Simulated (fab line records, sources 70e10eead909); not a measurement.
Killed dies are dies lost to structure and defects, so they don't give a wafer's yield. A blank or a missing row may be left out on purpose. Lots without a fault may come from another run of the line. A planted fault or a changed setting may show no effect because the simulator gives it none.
Which tool did it? | flow nand_harc | 12 lots, 36 wafers sampled, at 2 steps of a route of 1302

WHAT THE GAUGES READ, wafer by wafer
NHARC_A_BLC_INSPECT_12.
lot  | measured     | on                | raw_defect_count
L075 | day 23 05:41 | defect_inspect-01 | 105 109 105
L077 | day 23 11:58 | defect_inspect-02 | 74 67 76
L076 | day 24 09:10 | defect_inspect-02 | 76 71 77
L082 | day 25 15:32 | defect_inspect-02 | 72 77 71
L083 | day 26 14:54 | defect_inspect-01 | 32 28 34
L085 | day 27 03:28 | defect_inspect-01 | 84 85 91
L087 | day 27 22:06 | defect_inspect-01 | 52 54 58
L088 | day 28 19:32 | defect_inspect-02 | 66 64 75
L090 | day 30 04:10 | defect_inspect-02 | 51 61 51
L095 | day 30 18:31 | defect_inspect-02 | 68 74 65
L096 | day 31 09:29 | defect_inspect-02 | 83 93 85
L097 | day 32 00:15 | defect_inspect-02 | 64 76 68

WHICH TOOL RAN EACH LOT (tool, then ch and the chambers of the sampled wafers, then the start)
lot  | NHARC_A_CONTACT_ETCH_134
L075 | har_cap_etch-03 ch 0,1, day 22 23:57
L077 | har_cap_etch-03 ch 0,1, day 23 06:04
L076 | har_cap_etch-02 ch 0,1, day 24 04:02
L082 | har_cap_etch-02 ch 0, day 25 10:34
L083 | har_cap_etch-03 ch 0,1, day 26 09:51
L085 | har_cap_etch-02 ch 0,1, day 26 22:17
L087 | har_cap_etch-02 ch 0,1, day 27 16:56
L088 | har_cap_etch-02 ch 0,1, day 28 14:29
L090 | har_cap_etch-01 ch 0,1, day 29 22:50
L095 | har_cap_etch-01 ch 0,1, day 30 13:11
L096 | har_cap_etch-02 ch 0,1, day 31 04:22
L097 | har_cap_etch-02 ch 0,1, day 31 18:55
- NHARC_A_CONTACT_ETCH_134: etches the open film in C4F8/O2/Ar, time 140 s, target depth 700 nm.

THE ANSWER, worked out from the rows above alone
Rule: what is usual is taken from the lots themselves. Put in order of their means at a reading, lots are off if they are a third of the lots or fewer, leave a main group of 4 or more, and stand apart from it by a gap of 3 or more times the standard deviation of the main group's means; of several such gaps the widest counts. A main group whose means are all the same, to the digits that the tables above print for the reading, isn't used. A lot without any number at a reading at which 4 lots or more have one is off too. The other lots that the step has rows for count as sound.
No lot is off at any reading shown: from this, nothing can be told.

WHAT THE SIMULATOR HAD PUT IN
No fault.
